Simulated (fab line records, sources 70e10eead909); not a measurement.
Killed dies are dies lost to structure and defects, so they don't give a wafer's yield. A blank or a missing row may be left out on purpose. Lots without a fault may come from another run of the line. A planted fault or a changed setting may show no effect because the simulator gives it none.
fab line records | flow nand_harc | part 2 of 2: steps 30 to 38 of 38
record lots=5 wafers=15 last_day=24
route steps=1159 shown P_GATE@207 P_CONTACT@217
lots that met no fault: from a run of the same line without faults
start_h: hours from the record's first day to the start of the lot's first wafer shown | wait_h: hours since the lot's step before | " the same as in the row above | L1.1+2: a row that stands for several wafers | - no value, or no start given | * or withheld: withheld | < > ~ a bound
route shown NAME@n: a module of which the file shows steps, and the number in the route of the first | usual: mean/standard deviation of fault-free wafers | same: alike in all rows | chamber/n: place in a boat | sites: the reading at each site | _std_site: their standard deviation | _edge_site: outer sites' mean less inner sites' | radius_mm: how far each site lies from the wafer's centre | mask NAME#n: copy n | behind: the tool/chamber that last shaped the wafer | hold: why the lot was held/for how many hours/how that ended | device: the transistor (n, p or np) that didn't switch | end of line: the same wafers' tests at the end of the route | a step without rows: its recipe alone | killed: dies lost to structure and defects at the first sort, not the wafer's yield | map: a wafer's dies, x killed, . not, _ none there
set.NAME: the setting as run; set.NAME@STEP: as run at that earlier step | model.NAME: the simulator's own value behind a step, which no gauge read
lots at some steps of the route; a table a step, a row a wafer
services: from which hour (start_h, from the record's first day; less than 0 if before it) a tool's chamber was out of use, for how many hours, and why
## steps
# step NHARC_P_CONTACT_ETCH_36
# recipe target_depth_a=2600 over_etch_frac=0.25 time_s=406.25 ion_energy_ev=200 n2_flow_sccm=150 h2_flow_sccm=150 ar_flow_sccm=0 rf_w=400 bias_w=150 chemistry=N2/H2
# usual drypump_motor_current_A=5.7/0.39 h2_flow_sccm=150.0/0.47 oes_product_au=0.998/0.0089 rf_vpp_V=430.0/2.4 showerhead_plenum_p_Torr=2.02/0.08 throttle_valve_pct=14.171/0.01
# columns lot.wafer tool chamber start_h wait_h drypump_motor_current_A h2_flow_sccm oes_product_au rf_hours_counter_h rf_vpp_V showerhead_plenum_p_Torr throttle_valve_pct
L086.2 rie_diel-11 2 - - 6.1 150.3 0.993 17 433.3 2.11 14.175
L086.1 " 1 " " 6.3 149.9 0.997 18 429.3 1.96 14.164
L086.5 " 2 " " 6.1 150.3 0.994 - 433.1 2.11 14.163
L085.2 rie_diel-10 2 - - 5.2 150.0 0.992 0 432.1 2.10 14.160
L085.6 " 2 " " 5.2 149.5 0.986 - 431.0 2.09 14.175
L085.5 " 3 " " 5.7 150.0 1.000 - 427.8 1.92 14.181
L090.3 rie_diel-11 1 - - 6.3 149.5 0.987 1 427.8 1.96 14.172
L090.1 " 2 " " 6.2 150.0 0.996 1 432.0 2.11 14.165
L090.4 " 3 " " 5.9 149.9 0.994 1 429.9 1.97 14.173
L092.4 rie_diel-10 2 - - 5.2 149.6 0.998 4 430.5 2.09 14.159
L092.3 " 3 " " 5.7 150.0 0.992 3 427.5 1.92 14.164
L092.1 " 0 " " 5.7 150.3 1.007 4 430.7 2.04 14.167
L094.1 rie_diel-11 1 - - 6.3 150.1 0.998 3 426.9 1.96 14.181
L094.4 " 2 " " 6.1 148.9 0.997 3 433.4 2.11 14.193
L094.6 " 2 " " 6.1 150.1 0.994 - 434.7 2.11 14.159
# step NHARC_P_CONTACT_ETCH_18
# recipe target_depth_a=4810 time_s=240.5 c4f8_flow_sccm=20 o2_flow_sccm=10 ar_flow_sccm=withheld rf_w=600 bias_w=1500 chemistry=C4F8/O2/Ar
# usual oes_product_au=0.963/0.016 rf_vpp_V=977/5
# columns lot.wafer tool chamber start_h wait_h oes_product_au rf_hours_counter_h rf_vpp_V
L086.1 rie_diel-11 1 - - 0.954 18 973
L086.2 " 2 " " 0.959 17 981
L086.5 " 2 " " 0.958 - 984
L085.2 rie_diel-10 3 - - 0.964 0 972
L085.6 " 0 " " 0.955 - 980
L085.5 " 1 " " 0.986 - 971
L090.1 rie_diel-11 0 - - 0.973 1 985
L090.4 " 1 " " 0.953 1 972
L090.3 " 3 " " 0.953 1 975
L092.1 rie_diel-10 1 - - 0.967 4 971
L092.3 " 3 " " 0.977 3 971
L092.4 " 0 " " 0.968 4 978
L094.1 rie_diel-11 2 - - 0.969 3 983
L094.4 " 1 " " 0.960 3 974
L094.6 " 2 " " 0.968 - 981
# step NHARC_P_CONTACT_STRIP_37
# recipe c4f8_flow_sccm=withheld o2_flow_sccm=8 ar_flow_sccm=withheld bias_w=0 chemistry=C4F8/O2/Ar
# columns lot.wafer tool chamber start_h wait_h
L086.2+1+5 rie_diel-11 0,1,2 - -
L085.2+6+5 rie_diel-10 1,0,1 - -
L090.3+1+4 rie_diel-11 0,1,2 - -
L092.4+1+3 rie_diel-10 1,2,3 - -
L094.4+1+6 rie_diel-11 2,3,1 - -
# step NHARC_P_CONTACT_ETCH_31
# recipe target_depth_a=300 time_s=85.7 ion_energy_ev=120 over_etch_frac=1 ch3f_flow_sccm=50 o2_flow_sccm=30 ar_flow_sccm=200 rf_w=500 bias_w=100 chemistry=CH3F/O2
# usual drypump_motor_current_A=5.7/0.41 oes_product_au=0.980/0.011 rf_vpp_V=244.1/1.5 showerhead_plenum_p_Torr=2.44/0.089 throttle_valve_pct=20.661/0.0089
# columns lot.wafer tool chamber start_h wait_h drypump_motor_current_A oes_product_au rf_hours_counter_h rf_vpp_V showerhead_plenum_p_Torr throttle_valve_pct
L086.2 rie_diel-11 0 - - 5.4 0.965 18 245.4 2.57 20.660
L086.1 " 1 " " 6.3 0.981 18 242.4 2.37 20.659
L086.5 " 3 " " 6.0 0.996 - 243.4 2.38 20.658
L085.2 rie_diel-10 2 - - 5.3 0.976 0 244.8 2.52 20.651
L085.6 " 0 " " 5.8 0.998 - 244.6 2.46 20.648
L085.5 " 1 " " 5.1 1.009 - 243.0 2.34 20.661
L090.4 rie_diel-11 1 - - 6.3 0.978 1 242.9 2.37 20.662
L090.3 " 2 " " 6.1 0.978 1 245.6 2.53 20.660
L090.1 " 3 " " 5.9 0.982 1 242.8 2.38 20.672
L092.4 rie_diel-10 0 - - 5.7 0.973 4 244.8 2.45 20.648
L092.1 " 2 " " 5.2 0.975 4 244.0 2.52 20.664
L092.3 " 3 " " 5.7 0.986 3 241.3 2.32 20.662
L094.1 rie_diel-11 1 - - 6.3 0.978 3 244.0 2.37 20.664
L094.4 " 3 " " 5.9 0.977 3 244.8 2.38 20.671
L094.6 " 1 " " 6.3 0.974 - 242.4 2.36 20.645
# step NHARC_P_CONTACT_CD_MEAS_19
# usual cd_nm=90.6/1.6
# columns lot.wafer tool chamber start_h wait_h cd_nm
L086.1 cd_sem-02 - 186.10 - 90.0
L086.2 " - " " 89.3
L086.5 " - " " 89.8
L085.2 cd_sem-01 - 186.68 - 89.7
L085.5 " - " " 92.1
L085.6 " - " " 89.8
L090.1 cd_sem-02 - 210.51 - 93.5
L090.3 " - " " 89.6
L090.4 " - " " 90.4
L092.1 cd_sem-03 - 220.32 - 90.3
L092.3 " - " " 93.3
L092.4 " - " " 91.9
L094.1 cd_sem-02 - 227.70 - 91.6
L094.4 " - " " 91.8
L094.6 " - " " 94.8
# step NHARC_P_CONTACT_STRIP_28
# recipe o2_flow_sccm=500 ar_flow_sccm=0 bias_w=0 chemistry=O2
# usual drypump_motor_current_A=5.7/0.4 oes_product_au=0.999/0.009 rf_vpp_V=57.8/0.89 showerhead_plenum_p_Torr=3.50/0.13 throttle_valve_pct=17.037/0.0073
# columns lot.wafer tool chamber start_h wait_h drypump_motor_current_A oes_product_au rf_hours_counter_h rf_vpp_V showerhead_plenum_p_Torr throttle_valve_pct
L086.1 rie_diel-11 3 186.19 0.1 6.0 1.007 15 57.4 3.42 17.027
L086.2 " 1 " " 6.3 1.002 18 57.5 3.40 17.037
L086.5 " 3 " " 6.0 1.015 - 57.3 3.42 17.031
L085.2 rie_diel-11 3 186.75 0.1 5.9 1.014 15 58.7 3.42 17.034
L085.5 " 3 " " 5.9 1.005 - 57.3 3.42 17.026
L085.6 " 0 " " 5.4 0.981 - 57.6 3.68 17.036
L090.4 rie_diel-11 0 210.58 0.1 5.5 0.991 1 58.6 3.68 17.037
L090.1 " 2 " " 6.1 1.001 1 57.4 3.63 17.041
L090.3 " 3 " " 6.0 0.996 1 58.4 3.42 17.028
L092.1 rie_diel-11 0 220.41 0.1 5.4 0.991 2 59.4 3.68 17.023
L092.4 " 1 " " 6.3 0.996 3 57.2 3.40 17.018
L092.3 " 2 " " 6.1 0.999 2 58.8 3.63 17.031
L094.1 rie_diel-10 1 227.80 0.1 5.1 1.001 4 57.8 3.36 17.050
L094.4 " 2 " " 5.3 0.976 5 58.7 3.61 17.034
L094.6 " 0 " " 5.8 0.998 - 57.6 3.52 17.039
# step NHARC_P_CONTACT_STRIP_29
# recipe time_s=1200 temp_c=72.5 chemistry=post_etch_residue_remover
# columns lot.wafer tool chamber start_h wait_h
L086.1+2+5 wet_bench-05 4,7,1 186.36 -
L085.6+2+5 wet_bench-04 6,7,1 186.94 -
L090.1+4+3 wet_bench-09 7,1,2 210.77 -
L092.1+3+4 wet_bench-05 5,7,1 220.59 -
L094.6+1+4 wet_bench-09 0,2,3 227.98 -
# step NHARC_P_CONTACT_DEGAS_38
# recipe temp_c=300 time_s=60
# usual heater_power_w=454/36
# columns lot.wafer tool chamber start_h wait_h heater_power_w
L086.2 pvd_sputter-01 - 186.81 - 427
L086.1 " - " " 441
L086.5 " - " " 476
L085.2 pvd_sputter-03 - 187.41 - 458
L085.5 " - " " 454
L085.6 " - " " 470
L090.4 pvd_sputter-03 - 211.22 - 449
L090.1 " - " " 477
L090.3 " - " " 510
L092.3 pvd_sputter-03 - 221.03 - 470
L092.1 " - " " 460
L092.4 " - " " 482
L094.4 pvd_sputter-03 - 228.42 - 467
L094.1 " - " " 453
L094.6 " - " " 468
# step NHARC_P_CONTACT_PRE_CLEAN_39
# recipe time_s=19.5 bias_v=250 gas=Ar
# columns lot.wafer tool chamber start_h wait_h
L086.1+2+5 pvd_sputter-01 - - -
L085.2+5+6 pvd_sputter-03 - - -
L090.1+4+3 pvd_sputter-03 - - -
L092.3+4+1 pvd_sputter-03 - - -
L094.4+1+6 pvd_sputter-03 - - -
## services
# columns tool chamber start_h hours kind
pecvd-04 - 161.75 0.4 repair
wet_bench-04 - 163.20 8.0 pm
wet_bench-03 - 164.71 23.3 repair
rie_diel-11 0 168.55 - clean
rie_diel-11 1 168.55 - clean
rie_diel-11 2 168.55 - clean
rie_diel-11 3 168.55 - clean
wet_bench-09 - 169.76 1.2 repair
rie_diel-10 - 176.50 9.0 pm
rie_diel-11 - 189.55 9.0 pm
rie_diel-11 0 189.55 9.0 vent_cycle
rie_diel-11 1 189.55 9.0 vent_cycle
rie_diel-10 3 195.26 3.1 repair
pecvd-04 - 195.70 13.0 pm
arfi_scanner-01 - 196.00 4.0 pm
wet_bench-05 - 196.80 8.0 pm
arfi_scanner-03 - 201.08 2.6 repair
cmp-04 - 203.00 4.0 pm
wet_bench-09 - 203.31 4.0 repair
arfi_scanner-01 - 211.15 0.7 repair
wet_bench-01 - 213.64 8.0 pm
pvd_sputter-02 - 214.02 10.0 pm
pvd_sputter-01 - 217.17 1.9 repair
pvd_sputter-01 - 227.25 0.9 repair
